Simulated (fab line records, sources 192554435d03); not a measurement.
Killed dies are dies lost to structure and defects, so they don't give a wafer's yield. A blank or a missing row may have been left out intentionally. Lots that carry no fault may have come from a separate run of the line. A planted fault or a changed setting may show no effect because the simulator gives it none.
Which tool was responsible?	flow n5-finfet	Sampling: 24 lots, 72 wafers, 6 of 1938 route steps

== WHAT EACH GAUGE READ, for each wafer ==
The record lacks any reading of a measuring or inspecting step that a usual standard deviation could be used to judge.

== TOOL THAT RAN EACH LOT (tool first, then ch and the chambers of the sampled wafers, then the start) ==
lot	N5_BEOL_M6_ANNEAL_51	N5_BEOL_M6_CMP_52	N5_BEOL_M7_CURE_74	N5_BEOL_M7_HM_DEP_02	N5_BEOL_M7_ETCH_66	N5_BEOL_M7_CMP_52
L074	rtp-anneal-02 ch 0, day 10 14:31	cmp-01 ch 0,1,2, day 10 14:50	uv-cure-03 ch 0, day 10 15:33	pvd-sputter-02, day 10 17:22	rie-diel-06 ch 0,3, day 10 19:14	cmp-04 ch 0,1,3, day 10 23:01
L075	rtp-anneal-01 ch 0, day 11 22:22	cmp-01 ch 1,2,3, day 11 22:41	uv-cure-02 ch 1, day 11 23:16	pvd-sputter-01, day 12 01:05	rie-diel-01 ch 0,2,3, day 12 03:52	cmp-04 ch 0,1, day 12 06:16
L076	rtp-anneal-01 ch 0, day 12 02:32	cmp-02 ch 1,2,3, day 12 02:52	uv-cure-01 ch 0, day 12 03:23	pvd-sputter-03, day 12 04:28	rie-diel-03 ch 0,2, day 12 06:30	cmp-04 ch 0,2, day 12 09:38
L077	rtp-anneal-02 ch 0, day 12 09:34	cmp-01 ch 0,1,2, day 12 09:52	uv-cure-02 ch 0, day 12 10:31	pvd-sputter-01, day 12 11:31	rie-diel-03 ch 0,1,2, day 12 14:22	cmp-01 ch 0,2,3, day 12 17:41
L078	rtp-anneal-01 ch 0, day 12 16:22	cmp-01 ch 1,2,3, day 12 16:40	uv-cure-01 ch 1, day 12 17:28	pvd-sputter-03, day 12 18:50	rie-diel-03 ch 0,1,3, day 12 22:37	cmp-04 ch 0,1,3, day 13 01:49
L080	rtp-anneal-02 ch 0, day 12 23:22	cmp-02 ch 0,2,3, day 12 23:39	uv-cure-02 ch 2, day 13 00:13	pvd-sputter-03, day 13 03:20	rie-diel-01 ch 0,2,3, day 13 07:10	cmp-04 ch 0,1,2, day 13 09:38
L081	rtp-anneal-02 ch 0, day 13 05:19	cmp-02 ch 0,1,3, day 13 05:36	uv-cure-03 ch 0, day 13 06:09	pvd-sputter-01, day 13 07:41	rie-diel-01 ch 0,1,3, day 13 11:42	cmp-01 ch 0,1,2, day 13 14:38
L082	rtp-anneal-01 ch 0, day 13 10:09	cmp-01 ch 0,1,3, day 13 10:29	uv-cure-03 ch 0, day 13 11:05	pvd-sputter-01, day 13 12:30	rie-diel-01 ch 2,3, day 13 18:01	cmp-04 ch 1,2, day 13 21:47
L083	rtp-anneal-02 ch 0, day 13 10:13	cmp-02 ch 2,3, day 13 10:34	uv-cure-01 ch 2, day 13 11:07	pvd-sputter-01, day 13 12:41	rie-diel-06 ch 0,1,2, day 13 17:03	cmp-04 ch 0,1,3, day 13 19:46
L084	rtp-anneal-02 ch 0, day 13 14:41	cmp-02 ch 1,2, day 13 14:53	uv-cure-01 ch 1, day 13 15:36	pvd-sputter-02, day 13 17:56	rie-diel-01 ch 0,1,2, day 13 20:38	cmp-01 ch 0,1,2, day 13 23:30
L085	rtp-anneal-02 ch 0, day 14 00:30	cmp-02 ch 2,3, day 14 00:50	uv-cure-03 ch 0, day 14 02:07	pvd-sputter-01, day 14 04:49	rie-diel-01 ch 0,1,3, day 14 09:04	cmp-01 ch 0,1,2, day 14 11:57
L092	rtp-anneal-01 ch 0, day 14 02:44	cmp-02 ch 1,2,3, day 14 03:01	uv-cure-01 ch 2, day 14 03:41	pvd-sputter-01, day 14 05:13	rie-diel-06 ch 0,1,2, day 14 09:13	cmp-01 ch 0,1,3, day 14 12:29
L086	rtp-anneal-01 ch 0, day 14 04:52	cmp-02 ch 1,2,3, day 14 05:12	uv-cure-02 ch 0, day 14 06:02	pvd-sputter-03, day 14 08:31	rie-diel-03 ch 2,3, day 14 11:10	cmp-01 ch 0,2,3, day 14 15:17
L088	rtp-anneal-01 ch 0, day 14 19:38	cmp-01 ch 0,2,3, day 14 19:58	uv-cure-03 ch 0, day 14 20:38	pvd-sputter-03, day 14 21:56	rie-diel-06 ch 2,3, day 14 23:37	cmp-04 ch 2,3, day 15 03:50
L087	rtp-anneal-01 ch 0, day 15 00:28	cmp-02 ch 0,2, day 15 00:41	uv-cure-03 ch 1, day 15 01:45	pvd-sputter-02, day 15 04:25	rie-diel-06 ch 0,1,3, day 15 05:56	cmp-04 ch 2,3, day 15 08:37
L089	rtp-anneal-02 ch 0, day 15 00:58	cmp-02 ch 0,1,2, day 15 01:17	uv-cure-03 ch 2, day 15 02:38	pvd-sputter-02, day 15 04:37	rie-diel-06 ch 1,2, day 15 06:22	cmp-01 ch 0,1, day 15 08:58
L090	rtp-anneal-02 ch 0, day 15 03:53	cmp-02 ch 1,2, day 15 04:08	uv-cure-03 ch 2, day 15 04:59	pvd-sputter-02, day 15 06:55	rie-diel-06 ch 0,1,2, day 15 10:19	cmp-03 ch 0,1,2, day 15 13:05
L091	rtp-anneal-02 ch 0, day 15 08:25	cmp-04 ch 0,2,3, day 15 08:52	uv-cure-02 ch 1, day 15 09:23	pvd-sputter-01, day 15 10:59	rie-diel-06 ch 1,2,3, day 15 13:52	cmp-01 ch 0,2,3, day 15 16:28
L093	rtp-anneal-01 ch 0, day 15 10:34	cmp-01 ch 0,1,3, day 15 10:53	uv-cure-03 ch 0, day 15 11:29	pvd-sputter-01, day 15 12:20	rie-diel-01 ch 0,1, day 15 14:17	cmp-03 ch 0,3, day 15 16:44
L079	rtp-anneal-02 ch 0, day 16 11:43	cmp-02 ch 1,2, day 16 12:04	uv-cure-03 ch 1, day 16 12:34	pvd-sputter-02, day 16 14:15	rie-diel-01 ch 0,1,2, day 16 18:39	cmp-01 ch 0,1,3, day 16 21:41
L097	rtp-anneal-01 ch 0, day 16 12:08	cmp-02 ch 1,3, day 16 12:26	uv-cure-03 ch 2, day 16 13:03	pvd-sputter-01, day 16 14:58	rie-diel-03 ch 0,1,3, day 16 18:56	cmp-04 ch 0,3, day 16 22:14
L096	rtp-anneal-01 ch 0, day 16 17:19	cmp-01 ch 2,3, day 16 17:38	uv-cure-01 ch 0, day 16 18:11	pvd-sputter-03, day 16 19:35	rie-diel-01 ch 1,2,3, day 16 23:40	cmp-03 ch 1,3, day 17 02:52
L094	rtp-anneal-01 ch 0, day 17 07:12	cmp-01 ch 0,1,3, day 17 07:34	uv-cure-03 ch 2, day 17 08:05	pvd-sputter-02, day 17 12:43	rie-diel-01 ch 0,1,3, day 17 16:32	cmp-03 ch 0,3, day 17 19:32
L095	rtp-anneal-01 ch 0, day 17 12:31	cmp-02 ch 0,1, day 17 12:52	uv-cure-03 ch 0, day 17 13:22	pvd-sputter-03, day 17 16:04	rie-diel-03 ch 0,1,2, day 17 18:16	cmp-04 ch 1,2, day 17 22:09
- N5_BEOL_M6_ANNEAL_51: time 90 s.
- N5_BEOL_M6_CMP_52: polishes, stops on SiCOH lowk, t overpolish 6.9 s, target thk 80 nm.
- N5_BEOL_M7_CURE_74: cures SiCOH lowk, time 240 s.
- N5_BEOL_M7_HM_DEP_02: deposits TiN, target thk 20 nm.
- N5_BEOL_M7_ETCH_66: etches SOC in N2/H2, target depth 80 nm, overetch 16 nm, time 120 s.
- N5_BEOL_M7_CMP_52: polishes, stops on SiCOH lowk, t overpolish 6.9 s, target thk 80 nm.

== AS READ BY THE TOOLS THEMSELVES (means over the sampled wafers that have a number; for cases with no such wafer, the mark the record gives instead) ==
N5_BEOL_M6_ANNEAL_51. Usual: anneal-temp-c 225.00 C, standard deviation 0.17; wafer_temp_C_max 225.92, standard deviation 0.28.
lot	tool	anneal-temp-c (C)	wafer_temp_C_max	flag
L074	rtp-anneal-02	225.25	225.94	
L075	rtp-anneal-01	224.97	225.71	
L076	rtp-anneal-01	225.16	225.42	
L077	rtp-anneal-02	224.92	226.06	
L078	rtp-anneal-01	225.08	225.91	
L080	rtp-anneal-02	224.94	226.08	
L081	rtp-anneal-02	224.96	226.00	
L082	rtp-anneal-01	224.81	225.83	
L083	rtp-anneal-02	225.06	225.96	
L084	rtp-anneal-02	225.01	226.20	
L085	rtp-anneal-02	224.98	225.98	
L092	rtp-anneal-01	225.08	225.89	
L086	rtp-anneal-01	224.96	225.71	
L088	rtp-anneal-01	225.17	225.86	
L087	rtp-anneal-01	225.13	225.80	
L089	rtp-anneal-02	225.02	226.01	
L090	rtp-anneal-02	224.98	225.94	
L091	rtp-anneal-02	225.05	226.25	
L093	rtp-anneal-01	224.96	225.96	
L079	rtp-anneal-02	224.88	226.36	
L097	rtp-anneal-01	225.01	225.97	
L096	rtp-anneal-01	224.82	225.93	
L094	rtp-anneal-01	225.01	225.78	
L095	rtp-anneal-01	225.16	225.45	

N5_BEOL_M6_CMP_52. Usual: barrier-field-endpoint-s 29.1 s, standard deviation 0.71; motor-current-A 6.2 A, standard deviation 0.83; overpolish-run-s 6.900 s, standard deviation 0.009; time-to-endpoint-s 63.0 s, standard deviation 2.6.
lot	tool	barrier-field-endpoint-s (s)	motor-current-A (A)	overpolish-run-s (s)	time-to-endpoint-s (s)	flag
L074	cmp-01	29.2	6.0	6.902	60.3	
L075	cmp-01	28.2	6.3	6.908	62.8	
L076	cmp-02	29.3	5.9	6.893	64.4	
L077	cmp-01	28.1	5.9	6.889	60.1	
L078	cmp-01	29.7	6.3	6.895	63.1	
L080	cmp-02	29.4	6.6	6.901	63.2	
L081	cmp-02	29.8	6.2	6.903	65.0	
L082	cmp-01	29.3	5.9	6.897	66.2	
L083	cmp-02	28.9	6.1	6.897	64.8	
L084	cmp-02	29.3	5.9	6.905	66.2	
L085	cmp-02	28.5	6.8	6.889	62.8	
L092	cmp-02	28.4	6.0	6.908	61.2	
L086	cmp-02	28.2	6.0	6.905	60.2	
L088	cmp-01	29.6	6.0	6.902	64.6	
L087	cmp-02	28.6	7.4	6.904	61.7	
L089	cmp-02	29.2	6.8	6.903	61.6	
L090	cmp-02	28.9	6.4	6.912	61.0	
L091	cmp-04	29.1	6.0	6.905	63.3	
L093	cmp-01	28.5	5.8	6.914	62.7	
L079	cmp-02	29.2	5.7	6.895	63.7	
L097	cmp-02	28.4	5.6	6.898	61.7	
L096	cmp-01	29.6	6.2	6.901	64.1	
L094	cmp-01	29.7	5.8	6.895	62.0	
L095	cmp-02	30.0	6.7	6.903	65.0	

N5_BEOL_M7_CURE_74. Usual: lamp-power-pct 52.32 %, standard deviation 0.054; wafer_temp_C_max 386.9, standard deviation 0.66.
lot	tool	lamp-power-pct (%)	wafer_temp_C_max	flag
L074	uv-cure-03	52.36	387.2	
L075	uv-cure-02	52.35	386.9	
L076	uv-cure-01	52.30	386.5	
L077	uv-cure-02	52.27	386.6	
L078	uv-cure-01	52.34	387.0	
L080	uv-cure-02	52.31	386.0	
L081	uv-cure-03	52.28	387.2	
L082	uv-cure-03	52.31	387.5	
L083	uv-cure-01	52.33	387.3	
L084	uv-cure-01	52.24	386.9	
L085	uv-cure-03	52.31	387.5	
L092	uv-cure-01	52.29	387.5	
L086	uv-cure-02	52.31	386.6	
L088	uv-cure-03	52.31	386.9	
L087	uv-cure-03	52.31	387.3	
L089	uv-cure-03	52.34	386.7	
L090	uv-cure-03	52.32	386.4	
L091	uv-cure-02	52.37	386.7	
L093	uv-cure-03	52.30	387.6	
L079	uv-cure-03	52.25	387.9	
L097	uv-cure-03	52.37	386.2	
L096	uv-cure-01	52.35	386.3	
L094	uv-cure-03	52.31	386.4	
L095	uv-cure-03	52.29	387.3	

N5_BEOL_M7_HM_DEP_02. Usual: susceptor-temp-C 24.99 C, standard deviation 0.098; throttle-valve-pct 29.9 %, standard deviation 0.94.
lot	tool	susceptor-temp-C (C)	throttle-valve-pct (%)	flag
L074	pvd-sputter-02	25.05	30.2	
L075	pvd-sputter-01	24.91	30.2	
L076	pvd-sputter-03	24.95	30.2	
L077	pvd-sputter-01	24.96	29.7	
L078	pvd-sputter-03	25.02	29.9	
L080	pvd-sputter-03	24.92	29.6	
L081	pvd-sputter-01	25.01	29.7	
L082	pvd-sputter-01	24.89	30.2	
L083	pvd-sputter-01	25.01	29.2	
L084	pvd-sputter-02	25.02	29.2	
L085	pvd-sputter-01	25.07	30.2	
L092	pvd-sputter-01	24.96	29.7	
L086	pvd-sputter-03	25.05	30.2	
L088	pvd-sputter-03	24.92	30.3	
L087	pvd-sputter-02	24.95	29.1	
L089	pvd-sputter-02	25.10	29.9	
L090	pvd-sputter-02	24.99	30.3	
L091	pvd-sputter-01	24.89	29.7	
L093	pvd-sputter-01	24.93	29.7	
L079	pvd-sputter-02	25.04	29.1	
L097	pvd-sputter-01	24.99	29.7	
L096	pvd-sputter-03	24.97	30.4	
L094	pvd-sputter-02	24.91	30.1	
L095	pvd-sputter-03	24.99	29.7	

N5_BEOL_M7_ETCH_66. Usual: drypump-motor-current-A 6.0 A, standard deviation 0.55; oes-product-au 0.60 a.u., standard deviation 0.055; rf-fwd-power-W 835.9 W, standard deviation 2.8; rf-vpp-V 523.8 V, standard deviation 2.5; showerhead-plenum-p-Torr 2.53 Torr, standard deviation 0.087; throttle-valve-pct 17.95 %, standard deviation 0.18.
lot	tool	drypump-motor-current-A (A)	oes-product-au (a.u.)	rf-fwd-power-W (W)	rf-vpp-V (V)	showerhead-plenum-p-Torr (Torr)	throttle-valve-pct (%)	flag
L074	rie-diel-06	5.6	0.59	836.9	525.0	2.59	18.13	
L075	rie-diel-01	6.3	0.65	836.7	523.1	2.54	18.02	
L076	rie-diel-03	5.2	0.56	837.7	525.5	2.60	17.95	
L077	rie-diel-03	5.6	0.55	836.7	522.6	2.53	17.87	
L078	rie-diel-03	5.7	0.58	832.8	522.2	2.51	17.89	
L080	rie-diel-01	6.4	0.64	834.2	523.4	2.54	18.04	
L081	rie-diel-01	6.3	0.60	833.2	522.7	2.48	17.96	
L082	rie-diel-01	6.1	0.66	836.1	524.0	2.54	17.93	
L083	rie-diel-06	6.0	0.67	836.0	523.3	2.54	17.81	
L084	rie-diel-01	6.4	0.60	836.1	524.1	2.55	18.06	
L085	rie-diel-01	6.3	0.60	833.3	522.4	2.48	17.97	
L092	rie-diel-06	6.0	0.66	834.1	524.4	2.54	17.80	
L086	rie-diel-03	5.1	0.59	835.6	525.4	2.61	17.91	
L088	rie-diel-06	5.6	0.58	836.5	523.1	2.51	18.11	
L087	rie-diel-06	5.6	0.66	835.8	524.6	2.58	17.88	
L089	rie-diel-06	6.0	0.60	836.7	522.1	2.48	17.87	
L090	rie-diel-06	6.0	0.64	836.2	523.2	2.54	17.84	
L091	rie-diel-06	5.6	0.60	837.8	523.6	2.52	17.92	
L093	rie-diel-01	6.5	0.57	837.2	521.1	2.47	18.09	
L079	rie-diel-01	6.4	0.58	835.9	524.1	2.55	18.08	
L097	rie-diel-03	5.7	0.56	836.8	523.6	2.50	17.91	
L096	rie-diel-01	6.2	0.60	836.2	524.5	2.55	17.98	
L094	rie-diel-01	6.3	0.58	835.4	521.5	2.47	18.01	
L095	rie-diel-03	5.5	0.61	833.4	523.1	2.51	17.78	

N5_BEOL_M7_CMP_52. Usual: barrier-field-endpoint-s 28.7 s, standard deviation 0.87; motor-current-A 6.1 A, standard deviation 0.44; overpolish-run-s 6.900 s, standard deviation 0.0089; time-to-endpoint-s 61.5 s, standard deviation 2.7.
lot	tool	barrier-field-endpoint-s (s)	motor-current-A (A)	overpolish-run-s (s)	time-to-endpoint-s (s)	flag
L074	cmp-04	29.9	6.2	6.896	64.8	
L075	cmp-04	29.0	6.5	6.904	62.7	
L076	cmp-04	29.8	5.8	6.903	65.6	
L077	cmp-01	28.0	6.0	6.894	61.0	
L078	cmp-04	30.2	6.2	6.896	62.1	
L080	cmp-04	28.1	6.2	6.909	62.8	
L081	cmp-01	28.9	6.1	6.906	62.2	
L082	cmp-04	28.5	5.8	6.900	58.3	
L083	cmp-04	29.0	6.2	6.898	62.4	
L084	cmp-01	30.4	6.0	6.907	66.1	
L085	cmp-01	29.1	6.0	6.903	60.5	
L092	cmp-01	28.8	5.8	6.893	59.9	
L086	cmp-01	28.0	6.0	6.896	60.1	
L088	cmp-04	28.9	5.7	6.905	61.8	
L087	cmp-04	28.8	6.0	6.897	58.7	
L089	cmp-01	27.3	5.8	6.895	59.0	
L090	cmp-03	28.6	6.2	6.897	61.2	
L091	cmp-01	28.3	6.1	6.904	58.6	
L093	cmp-03	28.9	6.6	6.900	61.5	
L079	cmp-01	28.3	5.8	6.893	57.7	
L097	cmp-04	29.4	6.4	6.905	62.4	
L096	cmp-03	29.3	6.4	6.900	62.6	
L094	cmp-03	28.0	6.5	6.906	64.3	
L095	cmp-04	28.1	5.7	6.900	58.9	

== THE ANSWER, worked out from the rows above alone ==
Rule: a lot counts as off when the mean over its wafers that have a number is more than 3 standard deviations away from the usual mean. A lot without any number at a reading at which 4 lots or more have one is off too. Any other lot the step has rows for is counted as sound. The gauges are gone through in route order, then the tools' own readings, and for those a lot's mean is taken as printed above. The first step at which some lot is off is used, and at that step the reading that is off furthest; a lot without a number counts as furthest.
No lot is off at any reading shown: from this, nothing can be told.

== WHAT THE SIMULATOR HAD PUT IN ==
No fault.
